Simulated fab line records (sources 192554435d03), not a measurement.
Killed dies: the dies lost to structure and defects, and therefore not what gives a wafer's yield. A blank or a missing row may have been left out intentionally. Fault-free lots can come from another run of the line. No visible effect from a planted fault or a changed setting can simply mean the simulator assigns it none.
Chamber matching	flow n5-finfet	N5_ZERO_LAYER_ETCH_17 on rie-diel-06: 4 sister chambers
The step etches SiO2 in CF4, target depth 12 nm, time 13.3 s. 4 wafers are shown with their chamber, then 8 later ones without.

WAFERS WITH THEIR CHAMBER
wafer	chamber	showerhead-plenum-p-Torr (Torr)
L087.5	1	2.13
L088.3	3	2.25
L088.4	0	2.06
L090.1	2	2.10

WAFERS WITHOUT THEIR CHAMBER
wafer	showerhead-plenum-p-Torr (Torr)
L090.3	2.25
L090.5	2.10
L094.3	2.13
L094.5	2.13
L094.6	2.10
L095.1	2.24
L095.3	2.10
L095.6	2.10

CHAMBER TAKEN BY EACH
wafer	from the rows above	in truth
L090.3	3	3
L090.5	2	2
L094.3	1	1
L094.5	1	1
L094.6	2	2
L095.1	3	3
L095.3	2	2
L095.6	2	2
8 of 8 placed correctly. From these rows, 0 cannot be placed. Number placed wrongly: 0.
How it was worked out, from the rows above alone: a wafer's distance from a chamber is the root of the sum, over the readings, of the square of ((its reading less the chamber's mean) divided by the reading's scatter). The wafer belongs to the nearest chamber; if the next one is less than 2 further off, it can't be placed. For every chamber, the mean is computed from those of its wafers that are shown. The scatter: root of mean squared gap, hidden wafer to nearest shown wafer, with one shown wafer a chamber.
